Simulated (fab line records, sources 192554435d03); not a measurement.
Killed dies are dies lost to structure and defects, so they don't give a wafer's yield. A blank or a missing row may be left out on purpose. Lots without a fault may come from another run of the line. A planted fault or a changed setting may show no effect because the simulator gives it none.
fab line records | flow n5_finfet
record lots=7 wafers=21
route steps=1938 shown BEOL_M6@1204 BEOL_M7@1263 BEOL_M8@1335 BEOL_M9@1405 BEOL_M10@1500
start_h: hours from the record's first day to the start of the lot's first wafer shown | wait_h: hours since the lot's step before | " the same as in the row above | L1.1+2: a row that stands for several wafers | - no value, or no start given | * or withheld: withheld | < > ~ a bound
route shown NAME@n: a module of which the file shows steps, and the number in the route of the first | usual: mean/standard deviation of fault-free wafers | same: alike in all rows | chamber/n: place in a boat | sites: the reading at each site | _std_site: their standard deviation | _edge_site: outer sites' mean less inner sites' | radius_mm: how far each site lies from the wafer's centre | mask NAME#n: copy n | behind: the tool/chamber that last shaped the wafer | hold: why the lot was held/for how many hours/how that ended | device: the transistor (n, p or np) that didn't switch | end of line: the same wafers' tests at the end of the route | a step without rows: its recipe alone | killed: dies lost to structure and defects at the first sort, not the wafer's yield | map: a wafer's dies, x killed, . not, _ none there
set.NAME: the setting as run; set.NAME@STEP: as run at that earlier step | model.NAME: the simulator's own value behind a step, which no gauge read
lots whose settings were changed on purpose; a table a step, a row a wafer
## steps
# step N5_BEOL_M6_EXPOSE_08
# recipe mask_id=M6 na=1.35 source_shape=dipole sigma_inner=0.817 sigma_outer=0.97 polarization=te dose_mj=68.25
# columns lot.wafer tool chamber start_h wait_h mask set.dose_mj
L075.1+6 arfi_scanner-03 0 174.04 - M6#0 68.25
L075.4 " 0 " " M6#0 70.37
L076.1 arfi_scanner-01 0 194.03 - M6#0 66.57
L076.2+5 " 0 " " M6#0 68.25
L084.1+5+6 arfi_scanner-03 0 235.91 - M6#0 68.25
L089.3+5+6 arfi_scanner-03 0 289.78 - M6#0 68.25
L094.1+4+6 arfi_scanner-02 0 312.71 - M6#0 68.25
L095.4+6 arfi_scanner-01 0 321.54 - M6#0 70.06
L095.5 " 0 " " M6#0 68.25
L097.4+6 arfi_scanner-02 0 342.18 - M6#0 68.25
L097.5 " 0 " " M6#0 65.72
# step N5_BEOL_M6_PEB_09
# recipe peb_temp_c=withheld peb_time_s=60 resist=CAR-ArF
# step N5_BEOL_M6_DEVELOP_10
# recipe develop_time_s=30 developer=TMAH resist=CAR-ArF rinse_liquid=diw dry=air_spin dev_temp_c=23
# step N5_BEOL_M6_DESCUM_16
# recipe chemistry=O2 time_s=7.9 source_power_w=50 bias_power_w=20 pressure_mtorr=20 rf_frequency_hz=2.712e+07 temp_c=40 resist=CAR-ArF o2_flow_sccm=225
# step N5_BEOL_M6_ETCH_61
# recipe chemistry=CF4 target=SiARC target_depth_a=455 mask_material=CAR-ArF time_s=75.8 ion_energy_ev=80 pressure_mtorr=40 source_w=545 bias_w=36 Ar_flow_sccm=100 cf4_flow_sccm=100 ends=cleared
# columns lot.wafer tool chamber start_h wait_h set.dose_mj@BEOL_M6_EXPOSE_08 model.BEOL_M6.cd_offset_nm
L075.1 rie_diel-05 0 174.37 0.0 68.25 -0.2
L075.4 " 2 " " 70.37 2.2
L075.6 " 0 " " 68.25 0.2
L076.1 rie_diel-05 0 194.52 0.0 66.57 -1
L076.2+5 " 1,0 " " 68.25 0
L084.1 rie_diel-04 1 236.48 0.0 68.25 0.6
L084.5 " 3 " " 68.25 0
L084.6 " 2 " " 68.25 1.2
L089.3+5 rie_diel-05 1,3 290.23 0.0 68.25 0.6
L089.6 " 2 " " 68.25 1.6
L094.1 rie_diel-04 1 313.40 0.0 68.25 1.4
L094.4 " 1 " " 68.25 1.2
L094.6 " 3 " " 68.25 0.6
L095.4 rie_diel-04 2 321.86 0.0 70.06 2
L095.5 " 3 " " 68.25 0
L095.6 " 2 " " 70.06 1.4
L097.4 rie_diel-04 1 342.41 0.0 68.25 0.8
L097.5 " 2 " " 65.72 -2
L097.6 " 3 " " 68.25 -0.2
# step N5_BEOL_M6_ETCH_62
# recipe chemistry=N2/H2 target=SOC target_depth_a=1100 overetch_a=220 mask_material=SiARC temp_c=40 time_s=165 ion_energy_ev=200 pressure_mtorr=30 source_w=840 bias_w=150 n2_flow_sccm=200 h2_flow_sccm=200
# columns lot.wafer tool chamber start_h wait_h set.spin_rpm@BEOL_M6_COAT_59 set.dose_mj@BEOL_M6_EXPOSE_08 model.etch.depth_nm model.BEOL_M6.cd_offset_nm
L075.1 rie_diel-05 0 174.42 0.0 1665 68.25 94.8 -0.2
L075.4 " 2 " " 1500 70.37 100.1 2
L075.6 " 0 " " 1665 68.25 95.04 0.4
L076.1 rie_diel-05 0 194.58 0.0 1457 66.57 101.6 -1.2
L076.2 " 1 " " 1500 68.25 100.2 0.2
L076.5 " 0 " " 1500 68.25 100.3 -0.2
L084.1 rie_diel-04 1 236.54 0.0 1500 68.25 100.1 0.8
L084.5 " 3 " " 1404 68.25 103.5 -0.2
L084.6 " 2 " " 1404 68.25 103.4 0.8
L089.3 rie_diel-05 1 290.29 0.0 1500 68.25 99.8 1
L089.5 " 3 " " 1500 68.25 99.83 0.6
L089.6 " 2 " " 1500 68.25 100 1.4
L094.1 rie_diel-04 1 313.46 0.0 1565 68.25 97.98 1.8
L094.4 " 1 " " 1500 68.25 100.1 1.4
L094.6 " 3 " " 1500 68.25 99.94 0.4
L095.4 rie_diel-04 2 321.91 0.0 1585 70.06 97.3 1.4
L095.5 " 3 " " 1500 68.25 99.99 -0.2
L095.6 " 2 " " 1500 70.06 99.65 1
L097.4 rie_diel-04 1 342.46 0.0 1500 68.25 99.84 1
L097.5 " 2 " " 1500 65.72 99.79 -2.6
L097.6 " 3 " " 1500 68.25 99.67 -0.2
# step N5_BEOL_M6_STRIP_68
# recipe chemistry=N2/H2 temp_c=40 n2_flow_sccm=200 h2_flow_sccm=200 rf_frequency_hz=6e+07
# step N5_BEOL_M6_STRIP_67
# recipe chemistry=CF4 resist=SiARC power_w=300 bias_power_w=75 pressure_mtorr=50 cf4_flow_sccm=150 rf_frequency_hz=6e+07
# step N5_BEOL_M6_HM_OPEN_17
# recipe chemistry=Cl2/BCl3 target_depth_a=200 overetch_a=60 target=TiN mask_material=SOC ion_energy_ev=150 pressure_mtorr=10 icp_w=1000 bias_w=126 Cl2_flow_sccm=53.25 bcl3_flow_sccm=21.75 Ar_flow_sccm=25
# columns lot.wafer tool chamber start_h wait_h set.spin_rpm@BEOL_M6_COAT_59 set.dose_mj@BEOL_M6_EXPOSE_08 model.SOC_of_BEOL_M6_COAT_59.thk_nm model.BEOL_M6.cd_offset_nm
L075.1 rie_metal-03 1 174.61 0.0 1665 68.25 86.8 -0.2
L075.4 " 0 " " 1500 70.37 92.4 2.2
L075.6 " 1 " " 1665 68.25 87 0.4
L076.1 rie_metal-02 1 194.77 0.0 1457 66.57 93.4 -1
L076.2 " 0 " " 1500 68.25 92.6 0.2
L076.5 " 0 " " 1500 68.25 92.8 -0.4
L084.1 rie_metal-02 0 236.72 0.0 1500 68.25 92.4 0.8
L084.5 " 0 " " 1404 68.25 95.8 -0.2
L084.6 " 1 " " 1404 68.25 95 1
L089.3 rie_metal-01 1 290.50 0.1 1500 68.25 92.2 1
L089.5 " 1 " " 1500 68.25 92.2 0.6
L089.6 " 0 " " 1500 68.25 92 1.4
L094.1 rie_metal-01 1 313.65 0.0 1565 68.25 90.4 1.6
L094.4 " 1 " " 1500 68.25 92.4 1.2
L094.6 " 0 " " 1500 68.25 91.8 0.4
L095.4 rie_metal-01 0 322.19 0.1 1585 70.06 89.4 1.4
L095.5 " 0 " " 1500 68.25 92 -0.2
L095.6 " 0 " " 1500 70.06 91.6 1.2
L097.4 rie_metal-03 0 342.70 0.1 1500 68.25 92.2 1.2
L097.5 " 0 " " 1500 65.72 92.2 -2.4
L097.6 " 1 " " 1500 68.25 91.8 -0.2
# step N5_BEOL_M7_ILD_DEP_00
# recipe material=SiCOH_lowk target_thk_a=1797.5 temp_c=300 precursor=DEMS/porogen pressure_torr=5 rf_w=500 time_s=33.4
# columns lot.wafer tool chamber start_h wait_h set.time_s model.SiCOH_lowk_of_BEOL_M7_ILD_DEP_00.thk_nm
L075.1 pecvd-01 1 180.18 0.0 36.42 192
L075.4 " 0 " " 36.42 197.8
L075.6 " 2 " " 33.4 182.8
L076.1 pecvd-01 0 198.32 0.0 33.4 176.8
L076.2 " 1 " " 35.73 189.6
L076.5 " 0 " " 33.4 180.2
L084.1 pecvd-01 2 241.23 0.0 33.4 178.2
L084.5 " 0 " " 33.4 179.6
L084.6 " 2 " " 33.4 182.8
L089.3 pecvd-03 0 294.14 0.0 33.4 177
L089.5+6 " 1,0 " " 33.4 178.8
L094.1 pecvd-01 2 319.31 0.0 32.1 174.6
L094.4 " 2 " " 33.4 182.8
L094.6 " 1 " " 32.1 173.6
L095.4 pecvd-03 2 331.70 0.1 33.4 184.2
L095.5 " 2 " " 33.4 183.6
L095.6 " 1 " " 33.4 180.4
L097.4 pecvd-02 1 348.74 0.1 35.81 192.2
L097.5 " 2 " " 35.81 194.4
L097.6 " 0 " " 33.4 183.6
# step N5_BEOL_M7_CURE_74
# recipe temp_c=385 time_s=240 ambient=He/Ar material=SiCOH_lowk
# columns lot.wafer tool chamber start_h wait_h set.time_s@BEOL_M7_ILD_DEP_00 model.SiCOH_lowk_of_BEOL_M7_ILD_DEP_00.thk_nm
L075.1 uv_cure-01 0 180.50 0.3 36.42 165.8
L075.4 " 0 " " 36.42 170.6
L075.6 " 0 " " 33.4 157.8
L076.1 uv_cure-01 0 198.40 0.1 33.4 152.4
L076.2 " 0 " " 35.73 163.6
L076.5 " 0 " " 33.4 155.4
L084.1 uv_cure-03 2 241.30 0.0 33.4 153.6
L084.5 " 2 " " 33.4 154.8
L084.6 " 2 " " 33.4 157.6
L089.3 uv_cure-02 0 294.36 0.2 33.4 152.6
L089.5+6 " 0 " " 33.4 154.2
L094.1 uv_cure-03 1 319.38 0.1 32.1 150.4
L094.4 " 1 " " 33.4 157.6
L094.6 " 1 " " 32.1 149.6
L095.4 uv_cure-03 1 332.00 0.3 33.4 158.8
L095.5 " 1 " " 33.4 158.2
L095.6 " 1 " " 33.4 155.6
L097.4 uv_cure-03 0 349.14 0.4 35.81 165.8
L097.5 " 0 " " 35.81 167.6
L097.6 " 0 " " 33.4 158.4
# step N5_BEOL_M7_THK_MEAS_01
# recipe reads=SiCOH_lowk_of_BEOL_M7_ILD_DEP_00
# usual M7_ILD_THK=154.6/1.9
# columns lot.wafer tool chamber start_h wait_h set.time_s@BEOL_M7_ILD_DEP_00 M7_ILD_THK[nm]
L075.1 film_metro-01 - 181.01 0.4 36.42 165.7
L075.4 " - " " 36.42 170.7
L075.6 " - " " 33.4 157.7
L076.1 film_metro-01 - 198.92 0.4 33.4 152.5
L076.2 " - " " 35.73 163.6
L076.5 " - " " 33.4 155.4
L084.1 film_metro-01 - 241.81 0.4 33.4 153.7
L084.5 " - " " 33.4 154.9
L084.6 " - " " 33.4 157.5
L089.3 film_metro-01 - 294.72 0.3 33.4 152.6
L089.5 " - " " 33.4 154.0
L089.6 " - " " 33.4 154.1
L094.1 film_metro-02 - 320.38 0.8 32.1 150.5
L094.4 " - " " 33.4 157.6
L094.6 " - " " 32.1 149.6
L095.4 film_metro-02 - 332.28 0.2 33.4 158.8
L095.5 " - " " 33.4 158.2
L095.6 " - " " 33.4 155.5
L097.4 film_metro-01 - 349.41 0.2 35.81 165.7
L097.5 " - " " 35.81 167.7
L097.6 " - " " 33.4 158.5
# step N5_BEOL_M8_PECVD_70
# recipe material=SiO2 target_thk_a=200 temp_c=400 precursor=TEOS/O2 pressure_torr=5.5 rf_w=450 teos_flow_sccm=53.8 gas=O2 flow_sccm=3000 time_s=22.7
# columns lot.wafer tool chamber start_h wait_h set.temp_c model.SiO2_of_BEOL_M8_PECVD_70.thk_nm
L075.1 pecvd-04 2 188.64 0.0 400 19.8
L075.4 " 2 " " 416 18.2
L075.6 " 0 " " 416 17.6
L076.1 pecvd-01 0 208.41 0.0 400 19.8
L076.2 " 1 " " 400 19.6
L076.5 " 0 " " 400 20.2
L084.1 pecvd-01 0 248.97 0.0 400 19.8
L084.5+6 " 1,2 " " 400 20.4
L089.3+6 pecvd-04 2,0 301.45 0.0 400 19.8
L089.5 " 1 " " 400 20.2
L094.1 pecvd-03 2 331.98 0.0 400 20
L094.4 " 1 " " 400 19.8
L094.6 " 1 " " 406.7 19
L095.4 pecvd-04 0 340.05 0.1 400 19.6
L095.5 " 1 " " 400 20
L095.6 " 2 " " 400 20.4
L097.4 pecvd-04 0 363.07 0.1 400 19.4
L097.5 " 1 " " 417.6 17.6
L097.6 " 2 " " 417.6 17.8
# step N5_BEOL_M8_DEVELOP_10
# recipe develop_time_s=30 developer=TMAH resist=CAR-ArF rinse_liquid=diw dry=air_spin dev_temp_c=23
# columns lot.wafer tool chamber start_h wait_h set.develop_time_s
L075.1 litho_track-05 0 - - 31.8
L075.4+6 " 0 " " 30
L076.1+2+5 litho_track-05 0 - - 30
L084.1 litho_track-05 0 - - 24.99
L084.5+6 " 0 " " 30
L089.3+5+6 litho_track-05 0 - - 30
L094.1 litho_track-02 0 - - 25.01
L094.4+6 " 0 " " 30
L095.4+5 litho_track-03 0 - - 30
L095.6 " 0 " " 23.61
L097.4+5+6 litho_track-05 0 - - 30
# step N5_BEOL_M8_STRIP_80
# recipe chemistry=N2/H2 time_s=10 power_w=450 temp_c=40 pressure_mtorr=20 rf_frequency_hz=6e+07 bias_power_w=7 n2_flow_sccm=200 h2_flow_sccm=200
# step N5_BEOL_M8_HM_STRIP_39
# recipe chemistry=peroxide_tin_strip material=TiN target_depth_a=250 temp_c=50 time_s=158
# columns lot.wafer tool chamber start_h wait_h set.temp_c@BEOL_M8_PECVD_70 model.SiO2_of_BEOL_M8_PECVD_70.thk_nm
L075.1 wet_bench-01 5 192.95 0.0 400 19.6
L075.4 " 1 " " 416 18
L075.6 " 7 " " 416 17.6
L076.1 wet_bench-01 5 213.65 0.0 400 19.6
L076.2 " 4 " " 400 19.4
L076.5 " 0 " " 400 20.2
L084.1 wet_bench-05 1 252.77 0.0 400 19.6
L084.5+6 " 2,3 " " 400 20.2
L089.3 wet_bench-01 1 304.41 0.0 400 19.8
L089.5 " 0 " " 400 20
L089.6 " 3 " " 400 19.6
L094.1 wet_bench-05 2 337.10 0.0 400 19.8
L094.4 " 1 " " 400 19.6
L094.6 " 0 " " 406.7 18.8
L095.4 wet_bench-01 7 345.26 0.0 400 19.6
L095.5 " 2 " " 400 20
L095.6 " 6 " " 400 20.2
L097.4 wet_bench-01 2 368.30 0.0 400 19.2
L097.5 " 5 " " 417.6 17.4
L097.6 " 1 " " 417.6 17.6
# step N5_BEOL_M9_HM_DEP_02
# recipe material=TiN target_thk_a=200 temp_c=25 chamber_pressure_pa=0.49996
# columns lot.wafer tool chamber start_h wait_h set.target_thk_a model.TiN_of_BEOL_M9_HM_DEP_02.thk_nm
L075.1+6 pvd_sputter-01 - 198.80 2.2 200 20.2
L075.4 " - " " 200 19.8
L076.1+5 pvd_sputter-02 - 217.08 0.0 200 20.4
L076.2 " - " " 200 20.8
L084.1 pvd_sputter-03 - 259.24 0.8 207 20.4
L084.5 " - " " 207 20.2
L084.6 " - " " 200 19.8
L089.3+5 pvd_sputter-01 - 309.23 1.3 200 20
L089.6 " - " " 200 20.2
L094.1 pvd_sputter-01 - 342.04 0.4 200 20
L094.4 " - " " 200 20.2
L094.6 " - " " 200 19.8
L095.4 pvd_sputter-02 - 353.71 4.7 200 20.4
L095.5 " - " " 200 20
L095.6 " - " " 200 19.8
L097.4 pvd_sputter-02 - 375.02 1.4 200 20
L097.5 " - " " 182.7 18.4
L097.6 " - " " 200 20.6
# step N5_BEOL_M9_DESCUM_16
# recipe chemistry=O2 time_s=7.9 source_power_w=50 bias_power_w=20 pressure_mtorr=20 rf_frequency_hz=2.712e+07 temp_c=40 resist=CAR-ArF o2_flow_sccm=225
# columns lot.wafer tool chamber start_h wait_h set.time_s
L075.1+4+6 rie_diel-01 0,2,2 199.25 0.0 7.9
L076.1+2+5 rie_diel-01 1,2,1 217.85 0.2 7.9
L084.1+6 rie_diel-03 1,0 259.86 0.1 9.007
L084.5 " 3 " " 7.9
L089.3+5+6 rie_diel-03 3,2,1 309.87 0.2 7.9
L094.1+4 rie_diel-02 1,3 342.63 0.0 7.9
L094.6 " 3 " " 7.116
L095.4+5+6 rie_diel-03 0,2,3 354.18 0.0 7.9
L097.4+5 rie_diel-03 0,1 375.62 0.0 7.9
L097.6 " 2 " " 8.996
# step N5_BEOL_M9_ETCH_61
# recipe chemistry=CF4 target=SiARC target_depth_a=390 mask_material=CAR-ArF time_s=65 ion_energy_ev=80 pressure_mtorr=40 source_w=545 bias_w=36 Ar_flow_sccm=100 cf4_flow_sccm=100 ends=cleared
# step N5_BEOL_M9_ETCH_62
# recipe chemistry=N2/H2 target=SOC target_depth_a=1100 overetch_a=220 mask_material=SiARC temp_c=40 time_s=165 ion_energy_ev=200 pressure_mtorr=30 source_w=840 bias_w=150 n2_flow_sccm=200 h2_flow_sccm=200
# step N5_BEOL_M9_STRIP_68
# recipe chemistry=N2/H2 temp_c=40 n2_flow_sccm=200 h2_flow_sccm=200 rf_frequency_hz=6e+07
# step N5_BEOL_M9_STRIP_67
# recipe chemistry=CF4 resist=SiARC power_w=300 bias_power_w=75 pressure_mtorr=50 cf4_flow_sccm=150 rf_frequency_hz=6e+07
# step N5_BEOL_M9_HM_OPEN_17
# recipe chemistry=Cl2/BCl3 target_depth_a=200 overetch_a=60 target=TiN mask_material=SOC ion_energy_ev=150 pressure_mtorr=10 icp_w=1000 bias_w=126 Cl2_flow_sccm=53.25 bcl3_flow_sccm=21.75 Ar_flow_sccm=25
# columns lot.wafer tool chamber start_h wait_h set.target_thk_a@BEOL_M9_HM_DEP_02 model.etch.depth_nm
L075.1 rie_metal-01 0 199.53 0.0 200 20.11
L075.4 " 1 " " 200 19.86
L075.6 " 1 " " 200 20.19
L076.1 rie_metal-01 1 218.12 0.0 200 20.37
L076.2 " 0 " " 200 20.85
L076.5 " 0 " " 200 20.36
L084.1 rie_metal-02 0 260.13 0.0 207 20.3
L084.5 " 0 " " 207 20.19
L084.6 " 1 " " 200 19.89
L089.3 rie_metal-03 1 310.17 0.1 200 19.93
L089.5 " 1 " " 200 19.94
L089.6 " 0 " " 200 20.23
L094.1 rie_metal-03 0 342.90 0.0 200 19.93
L094.4 " 1 " " 200 20.14
L094.6 " 1 " " 200 19.83
L095.4 rie_metal-03 1 354.48 0.1 200 20.39
L095.5 " 0 " " 200 20.02
L095.6 " 1 " " 200 19.71
L097.4 rie_metal-03 1 375.90 0.1 200 19.97
L097.5 " 1 " " 182.7 18.48
L097.6 " 0 " " 200 20.58
# step N5_BEOL_M10_PEB_26
# recipe peb_temp_c=withheld peb_time_s=60 resist=CAR-ArF
# columns lot.wafer tool chamber start_h wait_h set.peb_time_s
L075.1+4+6 litho_track-01 0 212.41 0.1 60
L076.1+2 litho_track-01 0 227.40 0.1 66.17
L076.5 " 0 " " 60
L084.1 litho_track-01 0 269.31 0.1 69.37
L084.5+6 " 0 " " 60
L089.3+5+6 litho_track-02 0 320.26 0.0 60
L094.1+4+6 litho_track-01 0 353.62 0.1 60
L095.4+5 litho_track-05 0 363.48 0.0 53.18
L095.6 " 0 " " 60
L097.4+6 litho_track-02 0 382.94 0.0 55.26
L097.5 " 0 " " 60
# step N5_BEOL_M10_DEVELOP_27
# recipe develop_time_s=30 developer=TMAH resist=CAR-ArF rinse_liquid=diw dry=air_spin dev_temp_c=23
# step N5_BEOL_M10_CD_MEAS_28
# recipe target_cd_nm=70 landing_energy_ev=500 detector=se_inlens polarity=opening
# usual cd_nm=70.0/1.4
# columns lot.wafer tool chamber start_h wait_h set.peb_time_s@BEOL_M10_PEB_26 cd_nm
L075.1 cd_sem-02 0 212.48 - 60 69.0
L075.4 " 0 " " 60 68.3
L075.6 " 0 " " 60 68.8
L076.1 cd_sem-03 0 227.47 - 66.17 74.9
L076.2 " 0 " " 66.17 72.9
L076.5 " 0 " " 60 70.4
L084.1 cd_sem-03 0 269.38 - 69.37 77.4
L084.5 " 0 " " 60 70.8
L084.6 " 0 " " 60 70.7
L089.3 cd_sem-02 0 320.33 - 60 69.1
L089.5 " 0 " " 60 70.3
L089.6 " 0 " " 60 71.9
L094.1 cd_sem-01 0 353.69 - 60 70.4
L094.4 " 0 " " 60 70.8
L094.6 " 0 " " 60 69.7
L095.4 cd_sem-01 0 363.55 - 53.18 66.2
L095.5 " 0 " " 53.18 65.8
L095.6 " 0 " " 60 71.4
L097.4 cd_sem-02 0 383.00 - 55.26 64.8
L097.5 " 0 " " 60 69.0
L097.6 " 0 " " 55.26 66.9
## key
split step=N5_BEOL_M6_EXPOSE_08 setting=dose_mj stated=68.25 by=wafer
response step=N5_BEOL_M6_ETCH_61 reading=model.BEOL_M6.cd_offset_nm change=+0.612 per=1% r=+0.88
response step=N5_BEOL_M6_ETCH_62 reading=model.BEOL_M6.cd_offset_nm change=+0.649 per=1% r=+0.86
response step=N5_BEOL_M6_HM_OPEN_17 reading=model.BEOL_M6.cd_offset_nm change=+0.643 per=1% r=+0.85
split step=N5_BEOL_M7_ILD_DEP_00 setting=time_s stated=33.4 by=wafer
response step=N5_BEOL_M7_ILD_DEP_00 reading=model.SiCOH_lowk_of_BEOL_M7_ILD_DEP_00.thk_nm change=+1.47 per=1% r=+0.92
response step=N5_BEOL_M7_CURE_74 reading=model.SiCOH_lowk_of_BEOL_M7_ILD_DEP_00.thk_nm change=+1.27 per=1% r=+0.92
response step=N5_BEOL_M7_THK_MEAS_01 reading=M7_ILD_THK change=+1.27 per=1% r=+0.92
split step=N5_BEOL_M8_PECVD_70 setting=temp_c stated=400 by=wafer
response step=N5_BEOL_M8_PECVD_70 reading=model.SiO2_of_BEOL_M8_PECVD_70.thk_nm change=-0.435 per=1% r=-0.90
response step=N5_BEOL_M8_HM_STRIP_39 reading=model.SiO2_of_BEOL_M8_PECVD_70.thk_nm change=-0.424 per=1% r=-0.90
split step=N5_BEOL_M8_DEVELOP_10 setting=develop_time_s stated=30 by=wafer
response none clear
split step=N5_BEOL_M9_HM_DEP_02 setting=target_thk_a stated=200 by=wafer
response step=N5_BEOL_M9_HM_DEP_02 reading=model.TiN_of_BEOL_M9_HM_DEP_02.thk_nm change=+0.209 per=1% r=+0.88
response step=N5_BEOL_M9_HM_OPEN_17 reading=model.etch.depth_nm change=+0.193 per=1% r=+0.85
split step=N5_BEOL_M9_DESCUM_16 setting=time_s stated=7.9 by=wafer
response none clear
split step=N5_BEOL_M10_PEB_26 setting=peb_time_s stated=60 by=wafer
response step=N5_BEOL_M10_CD_MEAS_28 reading=cd_nm change=+0.419 per=1% r=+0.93
split outside_this_file step=N5_BEOL_M6_COAT_59 setting=spin_rpm
# split outside_this_file: this setting was split too, and the file shows its column; the key of that split is in another file
